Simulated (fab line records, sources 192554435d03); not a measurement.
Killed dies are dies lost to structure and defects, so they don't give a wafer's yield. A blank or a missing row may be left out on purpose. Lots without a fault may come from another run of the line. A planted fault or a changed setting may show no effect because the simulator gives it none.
Chamber matching | flow n5_finfet | N5_BEOL_M6_ETCH_62 on rie_diel-05: 4 sister chambers
The step etches SOC in N2/H2, target depth 110 nm, overetch 22 nm, time 165 s. 14 wafers are shown with their chamber, then 7 later ones without.

WAFERS WITH THEIR CHAMBER
wafer  | chamber | drypump_motor_current_A (A) | showerhead_plenum_p_Torr (Torr) | throttle_valve_pct (%)
L075.3 | 3       | 5.8                         | 2.55                            | 18.22
L075.4 | 2       | 6.2                         | 2.55                            | 17.21
L075.6 | 3       | 5.9                         | 2.55                            | 18.26
L076.2 | 2       | 6.1                         | 2.55                            | 17.22
L076.4 | 1       | 5.3                         | 2.68                            | 17.66
L076.5 | 0       | 5.6                         | 2.51                            | 17.73
L074.1 | 1       | 5.3                         | 2.68                            | 17.63
L074.2 | 3       | 5.8                         | 2.55                            | 18.23
L074.3 | 0       | 5.6                         | 2.51                            | 17.74
L083.2 | 2       | 6.2                         | 2.54                            | 17.25
L083.3 | 1       | 5.3                         | 2.67                            | 17.69
L083.4 | 3       | 5.8                         | 2.53                            | 18.29
L084.1 | 2       | 6.2                         | 2.54                            | 17.25
L084.2 | 0       | 5.6                         | 2.50                            | 17.32

SIGNATURES (means of the wafers above)
reading                  | chamber 0 | chamber 1 | chamber 2 | chamber 3 | scatter within a chamber
drypump_motor_current_A  | 5.600     | 5.300     | 6.175     | 5.825     | 0.0387
showerhead_plenum_p_Torr | 2.5067    | 2.6767    | 2.5450    | 2.5450    | 0.0073
throttle_valve_pct       | 17.5967   | 17.6600   | 17.2325   | 18.2500   | 0.11
Rule: a wafer's distance from a chamber is the root of the sum, over the readings, of the square of ((its reading less the chamber's mean) divided by the reading's scatter). The wafer belongs to the nearest chamber; if the next one is less than 2 further off, it can't be placed. The scatter: the root of (the sum of the squares of (reading less its chamber's mean) over the shown wafers, divided by (wafers less chambers)).

WAFERS WITHOUT THEIR CHAMBER
wafer  | drypump_motor_current_A (A) | showerhead_plenum_p_Torr (Torr) | throttle_valve_pct (%)
L084.4 | 5.3                         | 2.67                            | 17.68
L086.1 | 5.3                         | 2.67                            | 17.69
L086.3 | 5.6                         | 2.50                            | 17.32
L086.4 | 5.9                         | 2.53                            | 18.29
L091.1 | 5.8                         | 2.53                            | 18.31
L091.3 | 6.2                         | 2.54                            | 17.29
L091.5 | 5.6                         | 2.50                            | 17.34

WHICH CHAMBER EACH WENT THROUGH
wafer  | from the rows above | in truth
L084.4 | 1                   | 1
L086.1 | 1                   | 1
L086.3 | 0                   | 0
L086.4 | 3                   | 3
L091.1 | 3                   | 3
L091.3 | 2                   | 2
L091.5 | 0                   | 0
Placed correctly: 7 of 7. Can't be placed from these rows: 0. Placed wrongly: 0.
